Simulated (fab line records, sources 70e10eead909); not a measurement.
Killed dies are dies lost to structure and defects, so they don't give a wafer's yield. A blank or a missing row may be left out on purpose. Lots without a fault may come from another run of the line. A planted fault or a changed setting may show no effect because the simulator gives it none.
Chamber matching | flow nand_harc | NHARC_P_GATE_DESCUM_48 on rie_diel-10: 4 sister chambers
The step chemistry O2, time 3 s. 33 wafers are shown with their chamber, then 12 later ones without.

WAFERS WITH THEIR CHAMBER
wafer  | chamber | showerhead_plenum_p_Torr (Torr) | drypump_motor_current_A (A) | o2_flow_sccm (sccm)
L074.2 | 3       | 1.93                            | 6.2                         | 199.2
L074.3 | 1       | 1.99                            | 6.4                         | 199.9
L074.6 | 0       | 1.89                            | 6.6                         | 200.2
L076.2 | 0       | 1.89                            | 6.6                         | 200.4
L076.4 | 2       | 1.83                            | 5.3                         | 201.3
L076.5 | 2       | 1.83                            | 5.3                         | 200.5
L078.1 | 0       | 1.89                            | 6.6                         | 200.3
L078.4 | 1       | 1.99                            | 6.5                         | 199.5
L078.6 | 0       | 1.89                            | 6.6                         | 200.5
L079.2 | 1       | 1.99                            | 6.4                         | 199.7
L079.3 | 3       | 1.93                            | 6.2                         | 200.3
L079.6 | 3       | 1.93                            | 6.2                         | 200.3
L082.2 | 1       | 1.99                            | 6.4                         | 200.1
L082.3 | 0       | 1.89                            | 6.6                         | 200.4
L082.4 | 3       | 1.93                            | 6.2                         | 199.4
L083.1 | 1       | 1.99                            | 6.4                         | 199.6
L083.2 | 0       | 1.89                            | 6.6                         | 199.9
L083.6 | 2       | 1.83                            | 5.3                         | 200.0
L084.1 | 2       | 1.83                            | 5.3                         | 199.6
L084.2 | 3       | 1.93                            | 6.2                         | 201.0
L084.4 | 0       | 1.89                            | 6.6                         | 200.3
L086.2 | 1       | 1.99                            | 6.4                         | 199.1
L086.3 | 3       | 1.93                            | 6.2                         | 200.5
L086.6 | 2       | 1.82                            | 5.3                         | 201.1
L087.1 | 3       | 1.93                            | 6.2                         | 199.4
L087.2 | 1       | 1.99                            | 6.4                         | 199.9
L087.3 | 0       | 1.88                            | 6.6                         | 200.7
L089.3 | 0       | 1.89                            | 6.5                         | 200.1
L089.4 | 3       | 1.93                            | 6.2                         | 199.7
L089.6 | 3       | 1.93                            | 6.2                         | 199.8
L090.3 | 2       | 1.82                            | 5.3                         | 200.0
L090.4 | 3       | 1.93                            | 6.2                         | 200.2
L090.6 | 3       | 1.93                            | 6.2                         | 199.5

SIGNATURES (means of the wafers above)
reading                  | chamber 0 | chamber 1 | chamber 2 | chamber 3 | scatter within a chamber
showerhead_plenum_p_Torr | 1.8889    | 1.9900    | 1.8267    | 1.9300    | 0.00277
drypump_motor_current_A  | 6.589     | 6.414     | 5.300     | 6.200     | 0.0245
o2_flow_sccm             | 200.311   | 199.686   | 200.417   | 199.936   | 0.474
Rule: a wafer's distance from a chamber is the root of the sum, over the readings, of the square of ((its reading less the chamber's mean) divided by the reading's scatter). The wafer belongs to the nearest chamber; if the next one is less than 2 further off, it can't be placed. The scatter: the root of (the sum of the squares of (reading less its chamber's mean) over the shown wafers, divided by (wafers less chambers)).

WAFERS WITHOUT THEIR CHAMBER
wafer  | showerhead_plenum_p_Torr (Torr) | drypump_motor_current_A (A) | o2_flow_sccm (sccm)
L091.1 | 1.82                            | 5.3                         | 201.1
L091.5 | 1.99                            | 6.4                         | 199.3
L091.6 | 1.93                            | 6.2                         | 200.2
L093.2 | 1.99                            | 6.4                         | 200.4
L093.3 | 1.82                            | 5.3                         | 199.4
L093.4 | 1.93                            | 6.2                         | 199.5
L096.1 | 1.82                            | 5.3                         | 200.1
L096.2 | 1.99                            | 6.4                         | 200.4
L096.4 | 1.93                            | 6.2                         | 202.0
L097.1 | 1.82                            | 5.3                         | 199.4
L097.2 | 1.88                            | 6.6                         | 199.7
L097.3 | 1.93                            | 6.2                         | 200.1

WHICH CHAMBER EACH WENT THROUGH
wafer  | from the rows above | in truth
L091.1 | 2                   | 2
L091.5 | 1                   | 1
L091.6 | 3                   | 3
L093.2 | 1                   | 1
L093.3 | 2                   | 2
L093.4 | 3                   | 3
L096.1 | 2                   | 2
L096.2 | 1                   | 1
L096.4 | 3                   | 3
L097.1 | 2                   | 2
L097.2 | 0                   | 0
L097.3 | 3                   | 3
Placed correctly: 12 of 12. Can't be placed from these rows: 0. Placed wrongly: 0.
